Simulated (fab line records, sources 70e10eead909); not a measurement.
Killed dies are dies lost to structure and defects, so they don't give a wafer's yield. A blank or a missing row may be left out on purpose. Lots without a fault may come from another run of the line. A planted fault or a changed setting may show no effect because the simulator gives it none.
Chamber matching | flow nand_harc | NHARC_A_CHANNEL_HOLE_D1_DESCUM_15 on rie_diel-06: 4 sister chambers
The step chemistry O2, time 3 s. 14 wafers are shown with their chamber, then 7 later ones without.

WAFERS WITH THEIR CHAMBER
wafer  | chamber | showerhead_plenum_p_Torr (Torr) | rf_vpp_V (V) | throttle_valve_pct (%)
L521.2 | 2       | 1.99                            | 58.1         | 11.335
L521.4 | 3       | 1.88                            | 57.7         | 11.331
L521.6 | 2       | 1.99                            | 59.8         | 11.304
L523.1 | 1       | 1.78                            | 57.0         | 11.331
L523.2 | 2       | 1.99                            | 59.6         | 11.303
L523.3 | 0       | 1.83                            | 58.3         | 11.312
L525.1 | 0       | 1.83                            | 57.0         | 11.307
L525.2 | 2       | 1.99                            | 56.6         | 11.301
L525.6 | 2       | 1.99                            | 59.0         | 11.302
L526.1 | 1       | 1.77                            | 57.8         | 11.301
L526.2 | 3       | 1.88                            | 57.9         | 11.314
L526.6 | 1       | 1.77                            | 57.0         | 11.306
L529.1 | 0       | 1.83                            | 58.2         | 11.313
L529.4 | 1       | 1.77                            | 58.5         | 11.313

SIGNATURES (means of the wafers above)
reading                  | chamber 0 | chamber 1 | chamber 2 | chamber 3 | scatter within a chamber
showerhead_plenum_p_Torr | 1.8300    | 1.7725    | 1.9900    | 1.8800    | 0.00274
rf_vpp_V                 | 57.833    | 57.575    | 58.620    | 57.800    | 0.974
throttle_valve_pct       | 11.31067  | 11.31275  | 11.30900  | 11.32250  | 0.0124
Rule: a wafer's distance from a chamber is the root of the sum, over the readings, of the square of ((its reading less the chamber's mean) divided by the reading's scatter). The wafer belongs to the nearest chamber; if the next one is less than 2 further off, it can't be placed. The scatter: the root of (the sum of the squares of (reading less its chamber's mean) over the shown wafers, divided by (wafers less chambers)).

WAFERS WITHOUT THEIR CHAMBER
wafer  | showerhead_plenum_p_Torr (Torr) | rf_vpp_V (V) | throttle_valve_pct (%)
L529.5 | 1.88                            | 58.0         | 11.325
L530.2 | 1.83                            | 56.2         | 11.302
L530.3 | 1.77                            | 55.9         | 11.322
L530.4 | 1.98                            | 57.3         | 11.316
L539.2 | 1.87                            | 57.4         | 11.306
L539.3 | 1.82                            | 56.9         | 11.310
L539.4 | 1.97                            | 58.6         | 11.296

WHICH CHAMBER EACH WENT THROUGH
wafer  | from the rows above | in truth
L529.5 | 3                   | 3
L530.2 | 0                   | 0
L530.3 | 1                   | 1
L530.4 | 2                   | 2
L539.2 | 3                   | 3
L539.3 | 0                   | 0
L539.4 | 2                   | 2
Placed correctly: 7 of 7. Can't be placed from these rows: 0. Placed wrongly: 0.
